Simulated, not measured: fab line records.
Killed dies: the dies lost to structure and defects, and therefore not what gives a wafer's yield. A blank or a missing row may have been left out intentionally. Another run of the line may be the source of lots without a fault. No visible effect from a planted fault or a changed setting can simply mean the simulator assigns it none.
A struck lot beside a sound one || flow n5_finfet || 38 steps out of a route of 1938
Sound: these wafers, L235.1, L235.4, L235.6. Wafers struck: L241.1, L241.2. At the end, the cause is stated.
Per side, at each step with rows, come the tool, then ch with its chambers, and then its first start. Under that, the readings that differ: sound wafers || struck wafers || difference of the means || sigmas: that difference in standard deviations of wafers without a fault.
alike: words and numbers the same on both sides, and readings whose means are apart by under 2 such deviations; not compared: readings that were withheld, readings missing a value for some wafer, numbers with overlapping values and no deviation given by the record, and bounds like >300 which may hide the same value.
Wherever a step has rows on one side only, a row that says differs or no value, or a row with sigmas, the two part there. Numbers that don't overlap but have no deviation are shown without sigmas and don't part them. A reading missing from all wafers of one side parts the sides only when that side holds two or more wafers.

first, 8 steps without rows for these wafers: N5_BEOL_M1_ECD_50 (material Cu, target thk 300 nm); N5_BEOL_M1_ANNEAL_51 (time 90 s); N5_BEOL_M1_CMP_52 (polishes, stops on SiOC, t overpolish 6.8 s, target thk 40 nm); N5_BEOL_M1_PRE_CLEAN_60 (time 15 s); N5_BEOL_M1_CO_CAP_55 (material Co, precursor CCTBA/H2, target thk 2 nm, time 102.1 s); N5_BEOL_M1_PRE_CLEAN_56 (time 15 s); N5_BEOL_M1_DEP_57 (deposits SiCN from 3MS/NH3, target thk 8 nm, time 14 s); N5_BEOL_M2_ILD_DEP_00 (deposits SiOC from DEMS/O2, target thk 79 nm, time 15.3 s).
N5_BEOL_M2_PECVD_72: deposits SiO2 from TEOS/O2, target thk 16 nm, time 18 s.
  sound on pecvd-04 ch 0,1, day 8 21:15; struck on pecvd-04 ch 0, day 10 05:49
{"reading": "model.SiO2_of_BEOL_M2_PECVD_72.thk_nm (nm)", "sound": "16 16.2 16.2", "struck": "12.2 12", "difference": -4.0, "sigmas": ""}
  alike: heater_power_w, showerhead_plenum_p_Torr, throttle_valve_pct
then, 25 steps without rows for these wafers: N5_BEOL_M2_HM_DEP_02 (deposits TiN, target thk 20 nm); N5_BEOL_M2_COAT_61 (time 60 s, resist thk 60 nm); N5_BEOL_M2_COAT_62 (time 60 s, resist thk 12 nm); N5_BEOL_M2_COAT_73 (time 60 s, resist thk 5 nm); N5_BEOL_M2_COAT_05 (resist thk 30 nm); N5_BEOL_M2_EBR_07; N5_BEOL_M2_SOFTBAKE_06 (time 60 s); N5_BEOL_M2_EXPOSE_08 (exposes mask M2); N5_BEOL_M2_PEB_09 (peb time 60 s); N5_BEOL_M2_DEVELOP_10 (develop time 30 s); N5_BEOL_M2_DESCUM_16 (chemistry O2, time 7 s); N5_BEOL_M2_ETCH_74 (etches underlayer in N2/H2, target depth 6.5 nm, time 5.2 s); N5_BEOL_M2_ETCH_63 (etches SiARC in CF4, target depth 15.6 nm, time 26 s); N5_BEOL_M2_ETCH_64 (etches SOC in N2/H2, target depth 75 nm, overetch 22.5 nm, time 121.9 s); N5_BEOL_M2_STRIP_65 (strips in N2/H2); N5_BEOL_M2_STRIP_75 (strips in N2/H2); N5_BEOL_M2_STRIP_66 (strips in CF4); N5_BEOL_M2_HM_OPEN_17 (chemistry Cl2/BCl3, target TiN, target depth 20 nm, overetch 6 nm); N5_BEOL_M2_STRIP_19 (strips in O2); N5_BEOL_M2_COAT_67 (time 60 s, resist thk 60 nm); N5_BEOL_M2_COAT_68 (time 60 s, resist thk 12 nm); N5_BEOL_M2_COAT_76 (time 60 s, resist thk 5 nm); N5_BEOL_M2_COAT_22 (resist thk 30 nm); N5_BEOL_M2_EBR_24; N5_BEOL_M2_SOFTBAKE_23 (time 60 s).
N5_BEOL_M2_HM_STRIP_39: strips TiN in peroxide tin strip, target depth 25 nm, time 158 s.
  sound on wet_bench-04 ch 4,6,7, day 9 02:14; struck on wet_bench-05 ch 3,7, day 10 17:37
{"reading": "model.SiO2_of_BEOL_M2_PECVD_72.thk_nm (nm)", "sound": "15.8 16 16", "struck": "12 11.8", "difference": -4, "sigmas": ""}
N5_BEOL_M2_CMP_52: polishes, stops on SiOC, t overpolish 6.8 s, target thk 40 nm.
  sound on cmp-03 ch 0,2,3, day 9 05:51; struck on cmp-02 ch 0,1, day 10 21:52
{"reading": "barrier_field_endpoint_s (s)", "sound": "25.3 25.7 25.3", "struck": "19.8 19.8", "difference": -5.6, "sigmas": -8}
  alike: motor_current_A, platen_rpm, retaining_ring_pressure_frac
N5_BEOL_M4_RC_MEAS_101:
  sound on prober-01 ch 0, day 10 03:45; struck on prober-01 ch 0, day 12 00:57
  alike: DIBL_N, DIBL_P, IOFF_N, IOFF_P, ION_N, ION_P, SS_N, SS_P, VT_N, VT_P
-- the record jumps here: 5 days lie between the struck wafers' starts before and after (it left off in module BEOL_M4 and takes up again in module PASSIVATION, whose first step shown is number 1936 of the route) --
N5_PASSIVATION_PROBE_49:
  sound on prober-01 at day 14 06:51; struck on prober-01 at day 16 13:38
{"reading": "killed_at_other", "sound": "1 0 0", "struck": "11 2", "difference": "+6", "sigmas": "+2"}
  alike: defect_limited_yield, killed_at_M0_to_M3, killed_at_M4_up, killed_at_contacts, killed_at_front_end, killed_dies, killed_open, killed_short, sort_bin_5_function, sort_bin_6_memory, sort_bin_8_speed, sort_n_pass, sort_yield_pct

## WHERE THEY PART
Earliest at N5_BEOL_M2_CMP_52; latest, in this record, at N5_PASSIVATION_PROBE_49.

WHY: what the simulator had put in
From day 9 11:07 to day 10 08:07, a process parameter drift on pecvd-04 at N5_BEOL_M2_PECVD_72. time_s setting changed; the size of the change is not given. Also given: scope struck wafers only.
